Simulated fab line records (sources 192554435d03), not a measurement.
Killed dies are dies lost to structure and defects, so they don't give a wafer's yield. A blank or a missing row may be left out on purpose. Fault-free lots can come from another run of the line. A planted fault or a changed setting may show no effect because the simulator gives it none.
Chamber matching | flow n5_finfet | N5_BEOL_M0_CUTY_ETCH_63 on rie_diel-06: 4 sister chambers
The step etches SOC in N2/H2, target depth 82.7 nm, overetch 16.5 nm, time 124 s. 7 wafers are shown with their chamber, then 8 later ones without.

## EACH WAFER AND ITS CHAMBER
wafer  | chamber | showerhead_plenum_p_Torr (Torr) | oes_product_au (a.u.)
L079.3 | 0       | 2.63                            | 0.62
L084.6 | 3       | 2.49                            | 0.73
L085.1 | 0       | 2.63                            | 0.62
L085.4 | 2       | 2.59                            | 0.79
L090.1 | 3       | 2.48                            | 0.72
L090.6 | 1       | 2.59                            | 0.67
L093.1 | 1       | 2.59                            | 0.66

## WAFERS MISSING THEIR CHAMBER
wafer  | showerhead_plenum_p_Torr (Torr) | oes_product_au (a.u.)
L093.5 | 2.62                            | 0.61
L093.6 | 2.59                            | 0.66
L095.1 | 2.58                            | 0.74
L095.2 | 2.48                            | 0.71
L095.4 | 2.58                            | 0.65
L097.1 | 2.62                            | 0.60
L097.4 | 2.58                            | 0.73
L097.5 | 2.58                            | 0.73

## WHICH CHAMBER EACH WENT THROUGH
wafer  | from the rows above     | in truth
L093.5 | 0                       | 0
L093.6 | 1                       | 1
L095.1 | 2                       | 2
L095.2 | 3                       | 3
L095.4 | 1                       | 1
L097.1 | 0                       | 0
L097.4 | can't be placed: 2 or 1 | 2
L097.5 | can't be placed: 2 or 1 | 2
Correct placement for 6 of the 8. Not placeable from these rows: 2 (in 2, the candidates include the true chamber). Number placed wrongly: 0.
How it was worked out, from the rows above alone: a wafer's distance from a chamber is the root of the sum, over the readings, of the square of ((its reading less the chamber's mean) divided by the reading's scatter). The wafer belongs to the nearest chamber; if the next one is less than 2 further off, it can't be placed. A chamber's mean is the mean of its shown wafers. The scatter is the square root of a quotient: the sum, over the shown wafers, of each reading's squared deviation from its chamber's mean, divided by wafers minus chambers.
